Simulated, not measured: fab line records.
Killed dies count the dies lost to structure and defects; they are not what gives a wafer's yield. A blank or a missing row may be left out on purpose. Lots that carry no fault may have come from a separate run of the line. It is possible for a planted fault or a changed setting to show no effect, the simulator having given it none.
fab line records	flow n5_finfet
record: lots: 7	wafers: 18	last_day: 17
route steps=1938 shown FIN_SAQP@131 BEOL_M4@1111 PASSIVATION@1936
lots untouched by any fault: they come from a run of this same line in which no faults occurred
start_h: hours from the record's opening day to when the first of the lot's shown wafers began	wait_h: hours elapsed since this lot's preceding step	" the same as in the row above	L1.1+2: one row covering several wafers at once	- value missing, or start not given	* or withheld: withheld	< > ~ a bound
route shown NAME@n: a module of which the file shows steps, and the number in the route of the first	usual: mean/standard deviation of fault-free wafers	same: alike in all rows	chamber/n: place in a boat	sites: each site's reading	_std_site: standard deviation across them	_edge_site: inner sites' mean taken away from outer sites' mean	radius_mm: for every site, how far away it sits from the centre of the wafer	mask NAME#n: copy n	behind: the tool/chamber that last shaped the wafer	hold: the reason the lot was held/the length of the hold in hours/how it ended	device: the transistor (n, p or np) that didn't switch	end of line: the tests these same wafers got at the end of their route	a step with no rows: only its recipe	killed: the dies lost at the first sort to structure and to defects; this is not the yield of the wafer	map: shows each die of a wafer: x if killed, . if not, _ if none is there
set.NAME: the setting as run; set.NAME@STEP: as run at that earlier step	model.NAME: the simulator's own value behind a step, which no gauge read
lots at selected steps of the route; one table per step, one row per wafer
services: a tool's chamber out of use, with start hour (start_h, from the record's first day; less than 0 if before it), hours out, and reason
== steps ==
step: N5_FIN_SAQP_MANDREL_ETCH_58
recipe: chemistry: HBr/Cl2	target: a-Si	target_depth_a: 450	bt_time_s: 10	stop_on: SiNx	mask_material: SiO2	over_etch_frac: 0.8	time_s: 27	pressure_mtorr: 10	icp_w: 800	bias_w: 75	HBr_flow_sccm: 150	Cl2_flow_sccm: 80	ends: end_point
step: N5_FIN_SAQP_RECESS_63
recipe: chemistry: HF/NH3	target: SiO2	target_depth_a: 180	afs_cycles: 3	temp_c: 30	sublimation_temp_c: 180	sublimation_time_s: 60
usual: drypump_motor_current_A: 5.4/0.48	sublimation_temp_c: 179.99/0.17
lot.wafer	tool	chamber	start_h	wait_h	drypump_motor_current_A	sublimation_temp_c
L827.1	vapor_etch-01	0	60.02	0.1	4.7	180.11
L827.2	"	1	"	"	5.9	179.72
L827.3	"	1	"	"	5.9	179.81
L829.3	vapor_etch-01	0	72.32	0.2	4.7	179.77
L829.6	"	0	"	"	4.7	179.84
L832.5	vapor_etch-01	1	91.04	0.3	5.9	180.08
L832.6	"	0	"	"	4.7	180.00
L834.4	vapor_etch-01	1	104.31	0.3	6.0	180.00
L834.6	"	1	"	"	6.0	180.01
L836.2	vapor_etch-01	0	116.05	0.1	4.7	180.01
L836.3	"	1	"	"	6.0	179.75
L836.4	"	0	"	"	4.7	180.22
L837.2	vapor_etch-02	1	122.44	0.1	5.3	179.69
L837.4	"	0	"	"	5.8	180.21
L837.5	"	1	"	"	5.3	179.74
L843.1	vapor_etch-01	1	156.78	0.1	5.9	179.96
L843.2	"	0	"	"	4.7	180.11
L843.4	"	1	"	"	5.9	180.09
step: N5_FIN_SAQP_COAT_68
recipe: resist: SOC	temp_c: 250	time_s: 60	spin_rpm: 1500	resist_thk_nm: 100
step: N5_FIN_SAQP_ETCH_69
recipe: chemistry: N2/H2	target: SOC	target_depth_a: 1500	stop_on: SiNx	ion_energy_ev: 100	bias_w: 61	pressure_mtorr: 30	source_w: 850	n2_flow_sccm: 200	h2_flow_sccm: 200
usual: bias_w: 61.02/0.18	drypump_motor_current_A: 5.8/0.45	oes_product_au: 0.75/0.057	rf_fwd_power_W: 844/3	rf_vpp_V: 240.7/1.3	showerhead_plenum_p_Torr: 2.55/0.076	throttle_valve_pct: 17.98/0.24
lot.wafer	tool	chamber	start_h	wait_h	bias_w	drypump_motor_current_A	oes_product_au	rf_fwd_power_W	rf_hours_counter_h	rf_vpp_V	showerhead_plenum_p_Torr	throttle_valve_pct
L827.1	rie_diel-05	2	60.47	-	61.12	5.9	0.74	845	163	240.8	2.51	17.51
L827.2	"	3	"	"	60.67	5.6	0.71	844	190	241.4	2.63	17.70
L827.3	"	1	"	"	61.22	4.7	0.71	842	166	242.1	2.64	18.24
L829.3	rie_diel-01	1	72.72	-	60.92	6.5	0.69	845	218	241.5	2.65	17.72
L829.6	"	0	"	"	60.98	6.3	0.71	848	-	237.8	2.42	18.18
L832.5	rie_diel-05	3	91.31	-	61.07	5.6	0.70	843	-	242.6	2.63	17.72
L832.6	"	0	"	"	61.41	6.4	0.77	847	-	239.8	2.46	17.87
L834.4	rie_diel-05	2	104.64	-	60.61	5.9	0.73	845	179	239.5	2.51	17.51
L834.6	"	3	"	"	61.16	5.7	0.69	849	-	241.9	2.63	17.72
L836.2	rie_diel-02	1	116.66	-	60.99	5.9	0.75	844	117	239.4	2.48	18.02
L836.3	"	3	"	"	61.11	5.9	0.94	842	7	239.4	2.51	17.90
L836.4	"	2	"	"	61.06	5.8	0.79	843	77	240.6	2.59	17.87
L837.2	rie_diel-05	2	122.89	-	60.99	5.9	0.73	848	184	240.8	2.50	17.55
L837.4	"	0	"	"	61.10	6.4	0.75	846	143	239.3	2.46	17.89
L837.5	"	3	"	"	60.80	5.6	0.69	846	-	242.1	2.62	17.75
L843.1	rie_diel-01	1	157.37	-	61.16	6.5	0.69	845	244	240.2	2.64	17.77
L843.2	"	0	"	"	61.23	6.3	0.68	850	233	238.7	2.41	18.23
L843.4	"	2	"	"	61.00	5.7	0.76	840	167	242.1	2.65	18.22
step: N5_FIN_SAQP_ETCH_67
recipe: chemistry: CH3F/O2	target: SiNx	target_depth_a: 300	mask_material: SOC	pressure_mtorr: 30	source_w: 395	bias_w: 73	Ar_flow_sccm: 150	CH3F_flow_sccm: 30	O2_flow_sccm: 20	ion_energy_ev: 120
step: N5_FIN_SAQP_STRIP_70
recipe: chemistry: N2/H2	power_w: 500	temp_c: 40	pressure_mtorr: 50	rf_frequency_hz: 6e+07	overash_fraction: 0.3	bias_power_w: 28	h2_frac: 0.5	n2_flow_sccm: 300	h2_flow_sccm: 300
step: N5_FIN_SAQP_RECESS_71
recipe: chemistry: HF/NH3	target: SiO2	target_depth_a: 30	afs_cycles: 1	temp_c: 30	sublimation_temp_c: 180	sublimation_time_s: 60
step: N5_FIN_SAQP_SPACER2_ALD_28
recipe: material: SiO2	target_thk_a: 81	temp_c: 300	ald_precursor_family: BDEAS	ald_co_reactant: O2-plasma	pulse_time_s: 1	purge_time_s: 2	co_reactant_purge_time_s: 2	pressure_torr: 2
step: N5_FIN_SAQP_SPACER2_ETCHBACK_29
recipe: chemistry: CHF3/O2	mode: anisotropic_etchback	target: SiO2	target_depth_a: 122	time_s: 6.1	pressure_mtorr: 30	source_w: 650	bias_w: 170	Ar_flow_sccm: 200	CHF3_flow_sccm: 50	O2_flow_sccm: 5	ion_energy_ev: 200
usual: bias_w: 170.0/0.52	drypump_motor_current_A: 5.8/0.46	oes_product_au: 0.75/0.059	rf_fwd_power_W: 645.8/2.3	rf_vpp_V: 524/18	showerhead_plenum_p_Torr: 2.41/0.07	throttle_valve_pct: 19.02/0.23
lot.wafer	tool	chamber	start_h	wait_h	bias_w	drypump_motor_current_A	oes_product_au	rf_fwd_power_W	rf_hours_counter_h	rf_vpp_V	showerhead_plenum_p_Torr	throttle_valve_pct
L827.1	rie_diel-02	2	61.25	0.3	170.4	5.8	0.82	644.5	58	542	2.46	18.92
L827.2	"	1	"	"	171.0	5.9	0.76	645.8	98	540	2.31	18.71
L827.3	"	3	"	"	170.0	5.9	0.66	641.5	248	516	2.37	19.27
L829.3	rie_diel-01	2	73.35	0.2	170.6	5.7	0.80	642.2	136	541	2.51	19.20
L829.6	"	2	"	"	169.9	5.7	0.79	643.9	-	540	2.51	19.21
L832.5	rie_diel-02	1	92.92	0.2	169.5	5.9	0.77	643.4	-	539	2.31	18.71
L832.6	"	0	"	"	170.1	5.3	0.76	645.0	-	497	2.40	19.17
L834.4	rie_diel-05	2	105.57	0.2	169.9	5.9	0.73	647.8	179	534	2.39	18.84
L834.6	"	1	"	"	171.0	4.7	0.70	648.7	-	536	2.51	19.35
L836.2	rie_diel-05	3	118.70	0.2	170.6	5.6	0.69	647.2	210	535	2.49	18.86
L836.3	"	1	"	"	169.9	4.8	0.70	644.3	185	535	2.51	19.35
L836.4	"	2	"	"	170.0	5.9	0.74	645.8	183	533	2.39	18.87
L837.2	rie_diel-05	2	123.70	0.4	171.0	5.9	0.73	644.4	185	532	2.39	18.88
L837.4	"	0	"	"	170.9	6.4	0.76	645.2	143	506	2.33	18.96
L837.5	"	0	"	"	170.0	6.4	0.76	648.7	-	508	2.33	18.98
L843.1	rie_diel-05	2	158.00	0.2	170.1	5.9	0.72	646.9	196	535	2.39	18.91
L843.2	"	1	"	"	169.6	4.8	0.69	647.1	199	533	2.50	19.40
L843.4	"	0	"	"	170.2	6.4	0.74	646.7	156	507	2.33	18.97
step: N5_FIN_SAQP_MANDREL2_REMOVE_60
recipe: chemistry: HBr/Cl2/O2	bt_time_s: 10	target: a-Si	stop_on: SiNx	endpoint: OES-SiCl	over_etch_frac: 1	icp_w: 600	bias_w: 22	HBr_flow_sccm: 150	Cl2_flow_sccm: 80	O2_flow_sccm: 5	pressure_mtorr: 10
step: N5_FIN_SAQP_CD_MEAS_31
recipe: target_cd_nm: 8	landing_energy_ev: 1000	detector: se_inlens	polarity: line
usual: cd_nm: 8.13/0.24
lot.wafer	tool	chamber	start_h	wait_h	cd_nm
L827.1	cd_sem-02	0	61.45	0.1	8.58
L827.2	"	0	"	"	8.00
L827.3	"	0	"	"	8.36
L829.3	cd_sem-01	0	73.55	0.1	7.79
L829.6	"	0	"	"	8.20
L832.5	cd_sem-01	0	93.10	0.0	7.71
L832.6	"	0	"	"	8.05
L834.4	cd_sem-02	0	105.78	0.1	7.53
L834.6	"	0	"	"	8.15
L836.2	cd_sem-03	0	118.90	0.1	8.46
L836.3	"	0	"	"	7.70
L836.4	"	0	"	"	8.25
L837.2	cd_sem-02	0	123.90	0.1	8.12
L837.4	"	0	"	"	8.35
L837.5	"	0	"	"	8.18
L843.1	cd_sem-01	0	158.19	0.1	7.92
L843.2	"	0	"	"	7.63
L843.4	"	0	"	"	7.94
step: N5_FIN_SAQP_HM_OPEN_33
recipe: chemistry: CH3F/O2	target: SiNx	mask_material: SiO2	target_depth_a: 494	time_s: 70.6	pressure_mtorr: 30	source_w: 395	bias_w: 73	Ar_flow_sccm: 150	CH3F_flow_sccm: 30	O2_flow_sccm: 20	ion_energy_ev: 120	ends: cleared
usual: bias_w: 72.99/0.22	drypump_motor_current_A: 5.9/0.46	etch_rf_on_time_s: 70.0/1.7	oes_product_au: 0.64/0.044	rf_fwd_power_W: 390.6/1.5	rf_vpp_V: 298/11	showerhead_plenum_p_Torr: 2.00/0.061	throttle_valve_pct: 16.48/0.23
lot.wafer	tool	chamber	start_h	wait_h	bias_w	drypump_motor_current_A	etch_rf_on_time_s	oes_product_au	rf_fwd_power_W	rf_hours_counter_h	rf_vpp_V	showerhead_plenum_p_Torr	throttle_valve_pct
L827.1	rie_diel-01	2	61.50	0.0	73.24	5.7	68.0	0.68	387.3	131	307	2.08	16.60
L827.2	"	3	"	"	73.10	5.7	66.8	0.68	390.4	132	296	2.00	16.27
L827.3	"	1	"	"	73.06	6.5	67.6	0.62	388.9	214	311	2.07	16.16
L829.3	rie_diel-01	0	73.60	0.0	73.39	6.3	71.5	0.60	388.7	200	279	1.92	16.81
L829.6	"	1	"	"	72.83	6.5	68.1	0.61	388.0	-	311	2.07	16.19
L832.5	rie_diel-01	0	93.17	0.1	72.96	6.3	72.4	0.60	391.7	-	280	1.92	16.82
L832.6	"	1	"	"	73.20	6.6	69.3	0.61	389.7	-	310	2.06	16.19
L834.4	rie_diel-01	2	105.82	0.0	72.79	5.7	70.6	0.67	390.6	147	305	2.08	16.64
L834.6	"	1	"	"	72.83	6.6	69.1	0.60	390.2	-	312	2.06	16.20
L836.2	rie_diel-05	3	118.95	0.0	72.92	5.6	72.1	0.59	391.0	210	304	2.06	16.32
L836.3	"	1	"	"	72.89	4.7	69.6	0.60	391.2	185	303	2.08	16.80
L836.4	"	0	"	"	72.71	6.4	72.2	0.66	392.8	142	289	1.94	16.44
L837.2	rie_diel-05	3	124.02	0.1	73.45	5.6	70.0	0.59	391.2	211	303	2.06	16.33
L837.4	"	1	"	"	72.88	4.8	69.4	0.60	388.9	187	303	2.08	16.81
L837.5	"	3	"	"	73.03	5.7	72.8	0.59	392.4	-	304	2.06	16.33
L843.1	rie_diel-05	1	158.24	0.0	73.15	4.8	71.7	0.59	390.9	199	304	2.08	16.82
L843.2	"	3	"	"	72.85	5.6	71.0	0.59	391.3	221	304	2.06	16.35
L843.4	"	0	"	"	73.41	6.3	72.9	0.63	391.0	156	287	1.94	16.47
step: N5_FIN_SAQP_ETCH_34
recipe: chemistry: C4F6/O2	target: SiO2	target_depth_a: 450	time_s: 15	ion_energy_ev: 250	pressure_mtorr: 30	source_w: 345	bias_w: 185	Ar_flow_sccm: 300	C4F6_flow_sccm: 10	O2_flow_sccm: 10	ends: cleared
usual: bias_w: 185.0/0.49	drypump_motor_current_A: 5.9/0.45	etch_rf_on_time_s: 15.0/0.31	oes_product_au: 0.64/0.044	rf_fwd_power_W: 336.4/1.1	rf_vpp_V: 667/25	showerhead_plenum_p_Torr: 2.85/0.083	throttle_valve_pct: 21.20/0.26
lot.wafer	tool	chamber	start_h	wait_h	bias_w	drypump_motor_current_A	etch_rf_on_time_s	oes_product_au	rf_fwd_power_W	rf_hours_counter_h	rf_vpp_V	showerhead_plenum_p_Torr	throttle_valve_pct
L827.1	rie_diel-01	2	61.56	0.0	184.5	5.7	14.8	0.69	336.7	131	685	2.95	21.32
L827.2	"	3	"	"	184.4	5.8	14.8	0.68	334.8	132	661	2.84	20.98
L827.3	"	1	"	"	185.2	6.5	14.6	0.62	334.9	214	696	2.94	20.82
L829.3	rie_diel-01	0	73.67	0.0	185.2	6.3	15.3	0.61	337.7	200	623	2.74	21.57
L829.6	"	1	"	"	184.6	6.5	16.8	0.57	336.4	-	695	2.93	20.79
L832.5	rie_diel-01	0	93.21	0.0	184.9	6.3	15.3	0.59	335.6	-	622	2.74	21.57
L832.6	"	1	"	"	185.0	6.6	16.9	0.56	336.6	-	697	2.93	20.77
L834.4	rie_diel-01	2	105.89	0.0	183.9	5.7	17.4	0.62	336.5	147	684	2.94	21.30
L834.6	"	1	"	"	184.6	6.5	16.8	0.56	336.5	-	695	2.93	20.77
L836.2	rie_diel-05	3	119.02	0.0	185.2	5.6	15.7	0.58	335.0	210	680	2.94	21.02
L836.3	"	1	"	"	184.9	4.7	15.2	0.60	335.8	185	680	2.96	21.58
L836.4	"	0	"	"	185.4	6.4	15.5	0.65	335.2	142	646	2.77	21.20
L837.2	rie_diel-05	3	124.09	0.0	185.3	5.6	15.8	0.58	335.9	211	679	2.94	21.00
L837.4	"	1	"	"	184.9	4.8	15.5	0.60	337.4	187	679	2.96	21.57
L837.5	"	3	"	"	185.5	5.6	15.6	0.59	335.6	-	678	2.94	21.00
L843.1	rie_diel-05	1	158.31	0.0	184.6	4.7	15.5	0.59	338.9	199	680	2.95	21.59
L843.2	"	3	"	"	184.9	5.7	15.6	0.58	334.3	221	680	2.94	21.02
L843.4	"	0	"	"	185.4	6.3	15.7	0.63	338.8	156	645	2.76	21.19
step: N5_FIN_SAQP_STRIP_77
recipe: chemistry: N2/H2	time_s: 90	power_w: 100	temp_c: 40	pressure_mtorr: 100	rf_frequency_hz: 6e+07	bias_power_w: 3	n2_flow_sccm: 300	h2_flow_sccm: 300
usual: drypump_motor_current_A: 5.9/0.46	oes_product_au: 0.75/0.055	rf_vpp_V: 45.3/0.91	showerhead_plenum_p_Torr: 3.39/0.1	throttle_valve_pct: 12.38/0.19
lot.wafer	tool	chamber	start_h	wait_h	drypump_motor_current_A	oes_product_au	rf_hours_counter_h	rf_vpp_V	showerhead_plenum_p_Torr	throttle_valve_pct
L827.1	rie_diel-01	2	61.59	0.0	5.7	0.80	131	46.4	3.53	12.47
L827.2	"	3	"	"	5.8	0.79	132	46.7	3.39	12.18
L827.3	"	1	"	"	6.6	0.71	214	45.6	3.51	12.22
L829.3	rie_diel-01	0	73.69	0.0	6.3	0.70	200	43.7	3.23	12.58
L829.6	"	1	"	"	6.6	0.70	-	45.5	3.51	12.24
L832.5	rie_diel-01	0	93.27	0.0	6.3	0.69	-	45.2	3.22	12.59
L832.6	"	1	"	"	6.6	0.70	-	42.6	3.50	12.26
L834.4	rie_diel-01	2	105.91	0.0	5.7	0.78	147	44.5	3.52	12.48
L834.6	"	1	"	"	6.6	0.70	-	45.8	3.50	12.27
L836.2	rie_diel-05	3	119.04	0.0	5.7	0.69	210	44.9	3.48	12.25
L836.3	"	1	"	"	4.8	0.70	185	46.1	3.48	12.62
L836.4	"	0	"	"	6.4	0.77	142	44.0	3.27	12.28
L837.2	rie_diel-05	3	124.11	0.0	5.6	0.69	211	43.6	3.48	12.26
L837.4	"	1	"	"	4.8	0.71	187	46.2	3.48	12.61
L837.5	"	3	"	"	5.6	0.69	-	45.2	3.48	12.25
L843.1	rie_diel-05	1	158.33	0.0	4.8	0.69	199	45.4	3.48	12.66
L843.2	"	3	"	"	5.7	0.70	221	44.7	3.47	12.27
L843.4	"	0	"	"	6.4	0.76	156	43.8	3.26	12.32
step: N5_BEOL_M4_RC_MEAS_101
usual: DIBL_N: 36.0/2.5	DIBL_P: 36.2/3	IOFF_N: 0.16/0.044	IOFF_P: 0.21/0.049	ION_N: 671/15	ION_P: 461/8.7	SS_N: 71.5/0.72	SS_P: 73.4/0.9	VT_N: 251/4.4	VT_P: -250/4
lot.wafer	tool	chamber	start_h	wait_h	DIBL_N[mV/V]	DIBL_P[mV/V]	IOFF_N[nA/um]	IOFF_P[nA/um]	ION_N[uA/um]	ION_P[uA/um]	SS_N[mV/dec]	SS_P[mV/dec]	VT_N[mV]	VT_P[mV]
L827.1	prober-01	0	219.12	0.0	38.4	39.2	0.18	0.26	695	476	71.3	74.3	248	-250
L827.2	"	0	"	"	38.6	40.1	0.19	0.30	680	467	72.1	74.8	248	-245
L827.3	"	0	"	"	35.0	34.7	0.12	0.19	669	466	70.2	73.2	254	-252
L829.3	prober-01	0	222.84	0.3	31.1	28.8	0.08	0.11	635	434	70.0	71.6	260	-260
L829.6	"	0	"	"	39.4	39.3	0.20	0.25	676	463	72.0	75.2	248	-250
L832.5	prober-02	0	252.51	0.6	34.5	33.7	0.12	0.16	666	456	71.1	71.6	255	-253
L832.6	"	0	"	"	35.7	34.2	0.14	0.16	659	451	71.3	72.6	253	-256
L834.4	prober-01	0	258.87	0.5	33.8	33.6	0.12	0.17	651	452	71.5	72.2	254	-249
L834.6	"	0	"	"	33.8	34.5	0.12	0.19	663	460	71.3	73.1	255	-251
L837.2	prober-02	0	271.16	0.2	38.9	40.4	0.23	0.28	701	476	72.3	73.8	245	-246
L837.4	"	0	"	"	35.1	34.5	0.15	0.18	678	458	71.1	72.5	249	-253
L837.5	"	0	"	"	36.7	37.4	0.17	0.22	692	468	72.2	73.7	250	-252
L836.2	prober-02	0	275.85	0.2	41.2	43.1	0.31	0.37	692	473	72.8	74.9	240	-241
L836.3	"	0	"	"	36.6	37.7	0.19	0.24	683	465	71.4	73.0	245	-248
L836.4	"	0	"	"	36.9	38.5	0.20	0.26	682	473	72.0	74.0	245	-245
L843.1	prober-01	0	308.34	0.0	39.0	39.1	0.20	0.29	666	460	72.7	74.2	248	-248
L843.2	"	0	"	"	35.8	35.5	0.15	0.20	658	457	71.9	72.7	252	-250
L843.4	"	0	"	"	35.1	34.9	0.14	0.19	684	470	70.8	73.6	250	-250
step: N5_PASSIVATION_PROBE_49
usual: defect_limited_yield: 91.7/1.4	killed_at_M0_to_M3: 31/11	killed_at_M4_up: 13/4.6	killed_at_contacts: 13/6.7	killed_at_front_end: 39/9.6	killed_at_other: 3.5/2.8	killed_dies: 98/16	killed_on_rim: 13/4.2	killed_open: 64/11	killed_short: 33/8.5	sort_bin_4_leakage: 0.00/0.032	sort_bin_5_function: 4.9/0.96	sort_bin_6_memory: 3.1/0.59	sort_bin_8_speed: 0.2/1.3	sort_n_pass: 1080/23	sort_yield_pct: 91.5/1.9
same: gross_dies: 1180	killed_at_back_side: 0
lot.wafer	tool	chamber	start_h	wait_h	defect_limited_yield[%]	killed_at_M0_to_M3	killed_at_M4_up	killed_at_contacts	killed_at_front_end	killed_at_other	killed_dies	killed_on_rim	killed_open	killed_short	sort_bin_4_leakage[%]	sort_bin_5_function[%]	sort_bin_6_memory[%]	sort_bin_8_speed[%]	sort_n_pass	sort_yield_pct[%]
L827.1	prober-02	-	326.78	0.3	91.4	30	17	12	43	0	102	14	63	38	0	5.2	3.1	0	1078	91.4
L827.2	prober-02	-	326.83	0.3	91.4	28	11	23	39	0	101	17	65	35	0	5.3	2.9	0	1079	91.4
L827.3	prober-02	-	326.88	0.4	91.6	27	9	7	53	3	99	18	62	37	0	4.7	3.1	0	1081	91.6
L829.3	prober-01	-	337.41	0.1	93.4	18	17	4	35	4	78	15	46	30	0	3.4	3.1	4.7	1046	88.6
L829.6	prober-01	-	337.56	0.3	90.8	26	16	8	50	8	108	9	61	43	0	5.8	3.1	0	1072	90.8
L832.5	prober-01	-	348.09	0.2	91.6	37	15	3	41	3	99	16	68	29	0	4.7	3.4	0.1	1081	91.6
L832.6	prober-01	-	348.14	0.3	92.8	34	9	11	28	3	85	7	65	20	0	3.8	3.2	0	1095	92.8
L834.4	prober-01	-	351.94	0.2	90.3	40	9	15	46	5	115	20	83	31	0	6.6	2.7	0	1065	90.3
L834.6	prober-01	-	352.04	0.3	90.2	35	7	17	52	5	116	8	74	42	0	6.1	3.4	0	1064	90.2
L836.2	prober-02	-	375.32	0.1	88.8	51	17	15	49	0	132	22	86	44	0.34	6.9	3.6	0	1044	88.5
L836.3	prober-02	-	375.37	0.1	91.5	51	12	5	32	0	100	14	73	25	0	4.8	3.5	0	1080	91.5
L836.4	prober-02	-	375.42	0.2	92.1	36	14	10	33	0	93	13	61	25	0	5.2	2.7	0	1087	92.1
L837.2	prober-02	-	377.55	0.1	93.8	23	7	9	28	6	73	11	41	31	0.17	3.0	2.9	0	1105	93.6
L837.4	prober-02	-	377.65	0.2	88.8	45	14	12	53	8	132	15	77	54	0	6.8	3.8	0	1048	88.8
L837.5	prober-02	-	377.70	0.2	91.9	45	6	2	37	5	95	11	65	30	0	4.7	3.0	0	1085	91.9
L843.1	prober-01	-	410.81	0.0	93.1	29	11	13	28	1	82	9	54	27	0	4.3	2.4	0	1098	93.1
L843.2	prober-01	-	410.86	0.1	91.5	26	17	14	43	0	100	11	60	38	0	4.8	3.1	0	1080	91.5
L843.4	prober-01	-	410.96	0.2	92.4	19	10	11	46	4	90	18	64	24	0	4.0	3.6	0	1090	92.4
killed by level:class
L827.1 FIN_SAQP:geometric_particle:open=9 FIN_SAQP:geometric_particle:short=9 MOL_CONTACT_COAG:geometric_particle:open=9 BEOL_M3:geometric_particle:open=9 BEOL_M4:geometric_particle:open=6 BEOL_M1:geometric_particle:open=5 DUMMY_GATE:geometric_particle:open=4 BEOL_M3:geometric_particle:short=4
L827.2 MOL_CONTACT_COAG:geometric_particle:open=19 FIN_SAQP:geometric_particle:short=15 BEOL_M3:geometric_particle:open=11 BEOL_M2:geometric_particle:open=7 ILD0:geometric_particle:open=5 BEOL_M5:geometric_particle:open=5 FIN_SAQP:geometric_particle:open=4 BEOL_M0_SAQP:geometric_particle:short=4
L827.3 FIN_SAQP:geometric_particle:short=13 STI_FIN_REVEAL:geometric_particle:open=11 BEOL_M2:geometric_particle:open=7 BEOL_M3:geometric_particle:open=7 FIN_SAQP:geometric_particle:open=6 MOL_CONTACT_COAG:geometric_particle:open=6 STARTING-WAFER:geometric_particle:open=4 STI_FIN_REVEAL:geometric_particle:short=3
L829.3 GATE_CUT:geometric_particle:short=11 BEOL_M4:geometric_particle:open=9 STI_FIN_REVEAL:geometric_particle:open=6 GATE_CUT:geometric_particle:open=4 BEOL_M0_SAQP:geometric_particle:short=4 BEOL_M3:geometric_particle:open=4 STARTING-WAFER:geometric_particle:open=4 FIN_SAQP:geometric_particle:short=3
L829.6 GATE_CUT:geometric_particle:short=13 BEOL_M2:geometric_particle:open=7 BEOL_M3:geometric_particle:open=7 GATE_CUT:geometric_particle:open=6 BEOL_M4:geometric_particle:open=6 FIN_SAQP:geometric_particle:short=5 STI_FIN_REVEAL:geometric_particle:open=5 MOL_CONTACT_COAG:geometric_particle:open=5
L832.5 BEOL_M3:geometric_particle:open=13 FIN_SAQP:geometric_particle:short=11 FIN_SAQP:geometric_particle:open=9 BEOL_M0_SAQP:geometric_particle:open=8 BEOL_M1:geometric_particle:open=7 BEOL_M4:geometric_particle:open=7 STI_FIN_REVEAL:geometric_particle:open=5 GATE_CUT:geometric_particle:open=4
L832.6 MOL_CONTACT_COAG:geometric_particle:open=9 BEOL_M1:geometric_particle:open=9 FIN_SAQP:geometric_particle:open=8 BEOL_M0_SAQP:geometric_particle:open=6 BEOL_M2:geometric_particle:open=6 STI_FIN_REVEAL:geometric_particle:open=5 BEOL_M4:geometric_particle:open=5 DUMMY_GATE:geometric_particle:open=4
L834.4 BEOL_M3:geometric_particle:open=13 MOL_CONTACT_COAG:geometric_particle:open=12 STI_FIN_REVEAL:geometric_particle:open=10 BEOL_M0_SAQP:geometric_particle:open=9 BEOL_M2:geometric_particle:open=9 FIN_SAQP:geometric_particle:short=6 BEOL_M0_SAQP:geometric_particle:short=6 FIN_SAQP:geometric_particle:open=5
L834.6 BEOL_M3:geometric_particle:open=13 STI_FIN_REVEAL:geometric_particle:open=12 MOL_CONTACT_COAG:geometric_particle:open=12 DUMMY_GATE:geometric_particle:open=9 BEOL_M0_SAQP:geometric_particle:short=8 GATE_CUT:geometric_particle:short=8 BEOL_M0_SAQP:geometric_particle:open=6 MOL_CONTACT_COAG:geometric_particle:short=5
L836.2 FIN_SAQP:geometric_particle:open=18 FIN_SAQP:geometric_particle:short=13 BEOL_M1:geometric_particle:open=13 MOL_CONTACT_COAG:geometric_particle:open=9 BEOL_M0_SAQP:geometric_particle:short=8 BEOL_M0_SAQP:geometric_particle:open=7 MOL_CONTACT_COAG:geometric_particle:short=6 BEOL_M5:geometric_particle:open=6
L836.3 BEOL_M1:geometric_particle:open=16 BEOL_M0_SAQP:geometric_particle:open=14 FIN_SAQP:geometric_particle:short=7 STI_FIN_REVEAL:geometric_particle:open=7 BEOL_M0_SAQP:geometric_particle:short=7 BEOL_M4:geometric_particle:open=6 FIN_SAQP:geometric_particle:open=5 MOL_CONTACT_COAG:geometric_particle:open=5
L836.4 BEOL_M0_SAQP:geometric_particle:open=10 FIN_SAQP:geometric_particle:open=9 MOL_CONTACT_COAG:geometric_particle:open=9 BEOL_M0_SAQP:geometric_particle:short=9 BEOL_M2:geometric_particle:open=7 STI_FIN_REVEAL:geometric_particle:open=6 BEOL_M1:geometric_particle:open=4 BEOL_M4:geometric_particle:open=4
L837.2 BEOL_M3:geometric_particle:open=6 STI_FIN_REVEAL:geometric_particle:open=6 MOL_CONTACT_COAG:geometric_particle:open=6 BEOL_M1:geometric_particle:open=6 GATE_CUT:geometric_particle:short=5 STI_FIN_REVEAL:geometric_particle:short=4 BEOL_M0_SAQP:geometric_particle:short=4 BEOL_M3:geometric_particle:short=4
L837.4 STI_FIN_REVEAL:geometric_particle:open=18 MOL_CONTACT_COAG:geometric_particle:open=10 GATE_CUT:geometric_particle:short=8 BEOL_M0_SAQP:geometric_particle:short=8 BEOL_M3:geometric_particle:open=8 BEOL_M1:geometric_particle:open=7 BEOL_M1:geometric_particle:short=7 GATE_CUT:geometric_particle:open=6
L837.5 BEOL_M0_SAQP:geometric_particle:open=14 BEOL_M0_SAQP:geometric_particle:short=10 STI_FIN_REVEAL:geometric_particle:open=9 BEOL_M2:geometric_particle:open=7 FIN_SAQP:geometric_particle:open=5 DUMMY_GATE:geometric_particle:open=5 BEOL_M1:geometric_particle:open=5 GATE_CUT:geometric_particle:open=4
L843.1 BEOL_M0_SAQP:geometric_particle:open=11 MOL_CONTACT_COAG:geometric_particle:open=9 BEOL_M0_SAQP:geometric_particle:short=8 FIN_SAQP:geometric_particle:open=7 BEOL_M4:geometric_particle:open=6 MOL_CONTACT_COAG:geometric_particle:short=4 BEOL_M2:geometric_particle:open=4 FIN_SAQP:geometric_particle:short=3
L843.2 MOL_CONTACT_COAG:geometric_particle:open=11 FIN_SAQP:geometric_particle:short=10 BEOL_M1:geometric_particle:open=8 STI_FIN_REVEAL:geometric_particle:open=7 BEOL_M4:geometric_particle:open=6 GATE_CUT:geometric_particle:open=5 BEOL_M0_SAQP:geometric_particle:short=5 BEOL_M5:geometric_particle:open=4
L843.4 FIN_SAQP:geometric_particle:open=15 STI_FIN_REVEAL:geometric_particle:open=10 MOL_CONTACT_COAG:geometric_particle:open=10 FIN_SAQP:geometric_particle:short=6 BEOL_M1:geometric_particle:open=6 BEOL_M0_SAQP:geometric_particle:short=4 BEOL_M3:geometric_particle:open=4 GATE_CUT:geometric_particle:short=3
== services ==
tool	chamber	start_h	hours	kind
rie_diel-02	-	65.60	2.8	pm
rie_diel-01	3	70.89	5.6	repair
rie_diel-02	3	72.95	-	clean
rie_diel-02	3	72.95	-	consumable_replace:focus_ring
rie_diel-02	3	72.95	20.8	scheduled_down
rie_diel-02	3	72.95	20.8	vent_cycle
rie_diel-05	3	132.65	7.5	repair
rie_diel-01	1	135.00	12.9	repair
== key ==
first_sign: step: N5_FIN_SAQP_ETCH_34	reading: etch_rf_on_time_s	direction: up	sigmas: 6.3	usual: *	struck: *
effect none on later readings
met_at N5_FIN_SAQP_ETCH_34
struck_wafers L829.6,L832.6,L834.4,L834.6
onset_between 61.56 73.67
fault: kind: process_parameter_drift	tool: rie_diel-01	chamber: -	onset_h: 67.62	steps: N5_FIN_SAQP_ETCH_34	channel: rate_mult	offset: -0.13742	shape: step	end_h: 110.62	scope: struck_wafers_only
